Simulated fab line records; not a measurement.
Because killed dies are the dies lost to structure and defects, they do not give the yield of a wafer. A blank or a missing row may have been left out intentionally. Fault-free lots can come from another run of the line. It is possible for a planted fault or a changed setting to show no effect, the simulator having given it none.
Split-lot trial / flow n5_finfet / route with 1938 steps; 7 lots, 21 wafers read

== ABOUT THE SPLIT ==
At N5_BEOL_M0_SAQP_PECVD_96 (deposits a-Si from SiH4/He, target thk 45 nm, time 45.2 s), the setting time_s was moved away from the recipe's 45.2 s on 9 of the 21 wafers read, by -11.9% to -4.3%. This setting was run at the recipe's value on the other wafers.

Reading taken at the split's own step.

== THE READING ==
a-Si_of_BEOL_M0_SAQP_PECVD_96.thk_nm (the simulator's own value, which no gauge read), in nm, at N5_BEOL_M0_SAQP_PECVD_96 (deposits a-Si from SiH4/He, target thk 45 nm, time 45.2 s). There is no usual value for it anywhere in the file. Across the 12 wafers here that went through the recipe, the average is 45.0 nm and the standard deviation 0.5 nm.

wafer=L074.1; tool, chamber at the split=pecvd-02, 2; time_s as run, s=42.55; against the recipe=-5.9%; a-Si_of_BEOL_M0_SAQP_PECVD_96.thk_nm, nm=41; against lot-mates on the recipe=-3.8
wafer=L074.4; tool, chamber at the split=pecvd-02, 0; time_s as run, s=45.2; against the recipe=recipe; a-Si_of_BEOL_M0_SAQP_PECVD_96.thk_nm, nm=44.8; against lot-mates on the recipe=-
wafer=L074.5; tool, chamber at the split=pecvd-02, 2; time_s as run, s=42.55; against the recipe=-5.9%; a-Si_of_BEOL_M0_SAQP_PECVD_96.thk_nm, nm=42; against lot-mates on the recipe=-2.8
wafer=L077.2; tool, chamber at the split=pecvd-02, 1; time_s as run, s=45.2; against the recipe=recipe; a-Si_of_BEOL_M0_SAQP_PECVD_96.thk_nm, nm=44.6; against lot-mates on the recipe=-
wafer=L077.3; tool, chamber at the split=pecvd-02, 0; time_s as run, s=45.2; against the recipe=recipe; a-Si_of_BEOL_M0_SAQP_PECVD_96.thk_nm, nm=45.2; against lot-mates on the recipe=-
wafer=L077.4; tool, chamber at the split=pecvd-02, 1; time_s as run, s=45.2; against the recipe=recipe; a-Si_of_BEOL_M0_SAQP_PECVD_96.thk_nm, nm=45.4; against lot-mates on the recipe=-
wafer=L084.1; tool, chamber at the split=pecvd-03, 2; time_s as run, s=45.2; against the recipe=recipe; a-Si_of_BEOL_M0_SAQP_PECVD_96.thk_nm, nm=45.4; against lot-mates on the recipe=-
wafer=L084.2; tool, chamber at the split=pecvd-03, 1; time_s as run, s=39.85; against the recipe=-11.8%; a-Si_of_BEOL_M0_SAQP_PECVD_96.thk_nm, nm=39.6; against lot-mates on the recipe=-5.8
wafer=L084.5; tool, chamber at the split=pecvd-03, 0; time_s as run, s=39.85; against the recipe=-11.8%; a-Si_of_BEOL_M0_SAQP_PECVD_96.thk_nm, nm=38.8; against lot-mates on the recipe=-6.6
wafer=L085.1; tool, chamber at the split=pecvd-03, 1,2; time_s as run, s=45.2; against the recipe=recipe; a-Si_of_BEOL_M0_SAQP_PECVD_96.thk_nm, nm=45.4; against lot-mates on the recipe=-
wafer=L085.2; tool, chamber at the split=pecvd-03, 1,2; time_s as run, s=45.2; against the recipe=recipe; a-Si_of_BEOL_M0_SAQP_PECVD_96.thk_nm, nm=45.4; against lot-mates on the recipe=-
wafer=L085.4; tool, chamber at the split=pecvd-03, 1; time_s as run, s=45.2; against the recipe=recipe; a-Si_of_BEOL_M0_SAQP_PECVD_96.thk_nm, nm=45.8; against lot-mates on the recipe=-
wafer=L086.1; tool, chamber at the split=pecvd-04, 0; time_s as run, s=45.2; against the recipe=recipe; a-Si_of_BEOL_M0_SAQP_PECVD_96.thk_nm, nm=44; against lot-mates on the recipe=-
wafer=L086.3; tool, chamber at the split=pecvd-04, 1; time_s as run, s=45.2; against the recipe=recipe; a-Si_of_BEOL_M0_SAQP_PECVD_96.thk_nm, nm=44.4; against lot-mates on the recipe=-
wafer=L086.6; tool, chamber at the split=pecvd-04, 2; time_s as run, s=45.2; against the recipe=recipe; a-Si_of_BEOL_M0_SAQP_PECVD_96.thk_nm, nm=44.6; against lot-mates on the recipe=-
wafer=L087.1; tool, chamber at the split=pecvd-03, 2; time_s as run, s=43.25; against the recipe=-4.3%; a-Si_of_BEOL_M0_SAQP_PECVD_96.thk_nm, nm=43.2; against lot-mates on the recipe=-1.8
wafer=L087.2; tool, chamber at the split=pecvd-03, 0; time_s as run, s=43.25; against the recipe=-4.3%; a-Si_of_BEOL_M0_SAQP_PECVD_96.thk_nm, nm=42.4; against lot-mates on the recipe=-2.6
wafer=L087.5; tool, chamber at the split=pecvd-03, 0; time_s as run, s=45.2; against the recipe=recipe; a-Si_of_BEOL_M0_SAQP_PECVD_96.thk_nm, nm=45; against lot-mates on the recipe=-
wafer=L093.3; tool, chamber at the split=pecvd-04, 0; time_s as run, s=39.82; against the recipe=-11.9%; a-Si_of_BEOL_M0_SAQP_PECVD_96.thk_nm, nm=38.4; against lot-mates on the recipe=no lot-mate on the recipe
wafer=L093.4; tool, chamber at the split=pecvd-04, 0; time_s as run, s=39.82; against the recipe=-11.9%; a-Si_of_BEOL_M0_SAQP_PECVD_96.thk_nm, nm=39.6; against lot-mates on the recipe=no lot-mate on the recipe
wafer=L093.6; tool, chamber at the split=pecvd-04, 2; time_s as run, s=39.82; against the recipe=-11.9%; a-Si_of_BEOL_M0_SAQP_PECVD_96.thk_nm, nm=39.4; against lot-mates on the recipe=no lot-mate on the recipe
When a row names more than one chamber, that row covers several wafers, and the file does not tell which wafer ran in which chamber.

FIT RESULTS
A straight line over all 21 wafers: a-Si_of_BEOL_M0_SAQP_PECVD_96.thk_nm changes by +0.497 nm for each +1% of time_s; r = +0.98; the points scatter about the line by 0.55 nm.
The same after taking each lot's own level away (the mean of its wafers on the recipe; 18 wafers): +0.529 nm for each +1%; r = +0.99; scatter 0.34 nm.
That fit puts the effect of the largest move of time_s on the reading at 6.3 nm.
Across the lots, their own levels run from 44.33 to 45.53 nm, a range of 2.4 times the standard deviation given above.
The two slopes are in agreement: the lot-to-lot level therefore moves the slope only a little.
Check: -6.54 nm against its lot-mates is what the line predicts for one of the wafers moved furthest among these (-11.8%) when that wafer is left out of the fit. It came out at -5.8 nm against them.

== FURTHER SPLITS ON THESE WAFERS ==
Note: prior to the reading, these wafers also went through further splits. Each is held against what the fit with the lots' levels taken away leaves over:
other split on the same wafers=N5_FIN_SAQP_PEB_14 peb_time_s; wafers away from the commonest value=7; r with a-Si_of_BEOL_M0_SAQP_PECVD_96.thk_nm (lot level and that fit taken away)=-0.33
other split on the same wafers=N5_SD_EPI_N_EPI_21 time_s; wafers away from the commonest value=10; r with a-Si_of_BEOL_M0_SAQP_PECVD_96.thk_nm (lot level and that fit taken away)=+0.08
other split on the same wafers=N5_SD_EPI_P_EPI_21 epi_growth_time_s; wafers away from the commonest value=8; r with a-Si_of_BEOL_M0_SAQP_PECVD_96.thk_nm (lot level and that fit taken away)=+0.06
other split on the same wafers=N5_HKMG_FIN_ETCH_55 bias_w; wafers away from the commonest value=8; r with a-Si_of_BEOL_M0_SAQP_PECVD_96.thk_nm (lot level and that fit taken away)=-0.19
other split on the same wafers=N5_HKMG_FIN_EXPOSE_09 dose_mj; wafers away from the commonest value=7; r with a-Si_of_BEOL_M0_SAQP_PECVD_96.thk_nm (lot level and that fit taken away)=-0.17
other split on the same wafers=N5_HKMG_FIN_DEVELOP_11 develop_time_s; wafers away from the commonest value=5; r with a-Si_of_BEOL_M0_SAQP_PECVD_96.thk_nm (lot level and that fit taken away)=+0.02
other split on the same wafers=N5_MOL_CONTACT_COAG_ETCH_105 bias_w; wafers away from the commonest value=9; r with a-Si_of_BEOL_M0_SAQP_PECVD_96.thk_nm (lot level and that fit taken away)=-0.05
other split on the same wafers=N5_MOL_CONTACT_COAG_ETCH_91 time_s; wafers away from the commonest value=7; r with a-Si_of_BEOL_M0_SAQP_PECVD_96.thk_nm (lot level and that fit taken away)=-0.03

== FILE'S OWN FIT ==
a-Si_of_BEOL_M0_SAQP_PECVD_96.thk_nm changes by +0.529 nm for each +1% of time_s, r = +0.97.
